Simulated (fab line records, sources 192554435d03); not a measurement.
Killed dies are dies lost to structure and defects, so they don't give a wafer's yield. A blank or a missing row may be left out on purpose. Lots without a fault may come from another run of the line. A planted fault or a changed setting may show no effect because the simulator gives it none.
Problem report in the 8D (eight disciplines) form, filled by code | flow n5_finfet | the parts of the form that need people (team, actions taken, sign-off) are left out

1. THE PROBLEM
killed_at_contacts at N5_PASSIVATION_PROBE_49 reads a mean of 113 on 1 wafer of 1 lot; wafers without a fault read 13 with a standard deviation of 5.8. That is +17 standard deviations from the usual mean.
First seen on wafer L591.5, day 16 14:16, on prober-02. The record holds 3 wafers of 3 lots with a number at this step. Rule for "out", or "out of limits": more than 4 standard deviations from the usual mean. The other wafers with a number count as sound.

2. WHAT IT IS AND WHAT IT IS NOT
question                    | is                              | is not
which readings at this step | killed_at_contacts, killed_dies | killed_at_M0_to_M3, killed_at_M4_up, killed_at_front_end, killed_at_other, killed_open, killed_short
which lots                  | L591                            | L586, L589
which wafers of those lots  | all that have a number          | -
read on which tools         | prober-02                       | prober-01
when                        | from day 16 14:16               | up to then (2 sound wafers)

3. SUSPECTS, AND WHAT RULES EACH OUT
Counting: a tool at a process step up to the reading stays a suspect if it ran every lot that is out and no sound lot after the first of them.
- pvd_sputter-03 at N5_MOL_CONTACT_COAG_SPUTTER_143 (material Co, target thk 2.5 nm): kept. It ran the lot that is out, L591 (day 8 19:20), and no sound lot after that; its last sound lot up to then is L589 (day 8 08:27).
- pvd_sputter-01 at N5_MIM_BOT_DEGAS_01 (time 60 s): kept. It ran the lot that is out, L591 (day 16 02:47), and no sound lot after that.
- ald_hk-02 at N5_MIM_TOP_ALD_00 (deposits Al2O3, purge time 3 s, co reactant pulse time 3 s): kept. It ran the lot that is out, L591 (day 16 02:57), and no sound lot after that.
- pvd_sputter-01 at N5_MIM_TOP_DEGAS_04 (time 60 s): kept. It ran the lot that is out, L591 (day 16 03:23), and no sound lot after that; its last sound lot up to then is L589 (day 15 10:34).
- prober-02 at N5_PASSIVATION_PROBE_49: kept. It ran the lot that is out, L591 (day 16 14:16), and no sound lot after that; its last sound lot up to then is L589 (day 15 21:18). Its own readings are out on those wafers: killed_at_contacts, killed_dies.
Left after counting: pvd_sputter-03 at N5_MOL_CONTACT_COAG_SPUTTER_143, pvd_sputter-01 at N5_MIM_BOT_DEGAS_01, ald_hk-02 at N5_MIM_TOP_ALD_00, pvd_sputter-01 at N5_MIM_TOP_DEGAS_04, prober-02 at N5_PASSIVATION_PROBE_49.

4. THE CAUSE (what the simulator had put in)
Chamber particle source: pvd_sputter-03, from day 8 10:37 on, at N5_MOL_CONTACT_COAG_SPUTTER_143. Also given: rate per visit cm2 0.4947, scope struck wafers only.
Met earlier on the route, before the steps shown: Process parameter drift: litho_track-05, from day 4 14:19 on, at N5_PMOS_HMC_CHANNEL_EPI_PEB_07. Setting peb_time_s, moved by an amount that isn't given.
Counting left 5 suspects, and this tool is among them.

5. THE CHAIN OF EFFECTS, in route order
Each row: a reading whose mean over the struck wafers that have a number lies more than 3 standard deviations from the usual. Only readings for which the record gives a usual standard deviation are gone through. hours: the time from each lot's start at the first step in this table that gives one to its start at this step, as a median over the lots. sigmas: the change in usual standard deviations.
hours | step                    | reading            | usual | on struck wafers | change | sigmas
0     | N5_PASSIVATION_PROBE_49 | killed_at_contacts | 13    | 113              | +100   | +17
0     | N5_PASSIVATION_PROBE_49 | killed_dies        | 102   | 189              | +87    | +5.8
The process steps in it:
- N5_PASSIVATION_PROBE_49

6. WHAT WOULD HAVE CAUGHT IT SOONER
In this record the first reading out of limits was taken at day 16 14:16, 196 hours after the fault began at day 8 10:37.
Of the tool readings at N5_MOL_CONTACT_COAG_SPUTTER_143 for which the record gives a usual standard deviation, none was out on any struck wafer, so an alarm limit of 4 standard deviations on them would not have fired.
All the lots that are out (1) had begun N5_MOL_CONTACT_COAG_SPUTTER_143 on pvd_sputter-03 by day 16 14:16. A hold on the tool at that time would have spared none of them.
